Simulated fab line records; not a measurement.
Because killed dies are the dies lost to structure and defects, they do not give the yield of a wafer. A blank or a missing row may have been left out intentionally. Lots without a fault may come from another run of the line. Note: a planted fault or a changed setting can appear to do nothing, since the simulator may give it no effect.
Matching of chambers -- flow n5Finfet -- N5_DUMMY_GATE_ALD_02 on aldSin-02 has 4 sister chambers
The step deposits SiO2, target thk 2 nm, pulse time 1 s. 22 wafers are shown with their chamber, then 11 later ones without.

== WAFERS PAIRED WITH THEIR CHAMBERS ==
wafer,chamber,heaterPowerOuterW (W),heaterPowerW (W),precursorPulseHeightRel
L076.1,3,298,532,0.991
L076.4,3,318,531,0.999
L076.5,1,266,469,0.995
L078.1,3,309,519,0.965
L078.2,1,278,462,1.024
L078.5,3,308,515,1.011
L079.2,0,205,403,1.012
L079.3,1,274,474,1.012
L079.6,3,305,545,1.012
L085.1,2,285,466,0.967
L085.3,3,272,461,1.024
L085.6,0,200,390,0.980
L086.3,3,279,475,0.987
L086.4,0,199,401,1.014
L086.5,2,292,481,0.957
L089.1,0,204,389,1.019
L089.2,2,282,467,0.985
L089.3,3,272,476,1.001
L090.2,2,287,463,1.020
L090.3,0,199,384,0.996
L090.4,1,266,468,0.999
L091.1,2,292,468,0.994

SIGNATURES (means of the wafers above)
reading,chamber 0,chamber 1,chamber 2,chamber 3,scatter within a chamber
heaterPowerOuterW,201.40,271.00,287.60,295.12,11.9
heaterPowerW,393.40,468.25,469.00,506.75,20.4
precursorPulseHeightRel,1.00420,1.00750,0.98460,0.99875,0.0187
Rule: distance of a wafer from a chamber = root of the sum over the readings of ((wafer's reading minus chamber's mean) / reading's scatter) squared. If the next closest chamber is less than 2 further off than the closest, the wafer can't be placed; otherwise it belongs to the closest. The scatter: take each reading less its chamber's mean, square it, sum over the shown wafers, divide by the number of wafers less the number of chambers, and take the root.

== WAFERS MISSING THEIR CHAMBER ==
wafer,heaterPowerOuterW (W),heaterPowerW (W),precursorPulseHeightRel
L091.2,275,464,0.994
L091.4,269,455,1.013
L094.1,203,392,0.989
L094.4,275,482,1.000
L094.5,261,477,1.017
L095.2,284,462,0.987
L095.3,268,478,0.974
L095.6,273,471,1.015
L096.1,279,469,1.024
L096.3,203,393,1.000
L096.4,266,477,0.980

== WHICH CHAMBER EACH ONE RAN IN ==
wafer,from the rows above,in truth
L091.2,can't be placed: 1 or 2 or 3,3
L091.4,can't be placed: 1 or 2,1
L094.1,0,0
L094.4,can't be placed: 1 or 2 or 3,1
L094.5,can't be placed: 1 or 2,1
L095.2,can't be placed: 2 or 1 or 3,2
L095.3,can't be placed: 2 or 1 or 3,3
L095.6,can't be placed: 1 or 2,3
L096.1,can't be placed: 1 or 2 or 3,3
L096.3,0,0
L096.4,can't be placed: 1 or 2 or 3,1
2 of 11 placed correctly. Unplaceable from these rows: 9, with the true chamber sitting among the candidates in 8. Placed wrongly: 0.
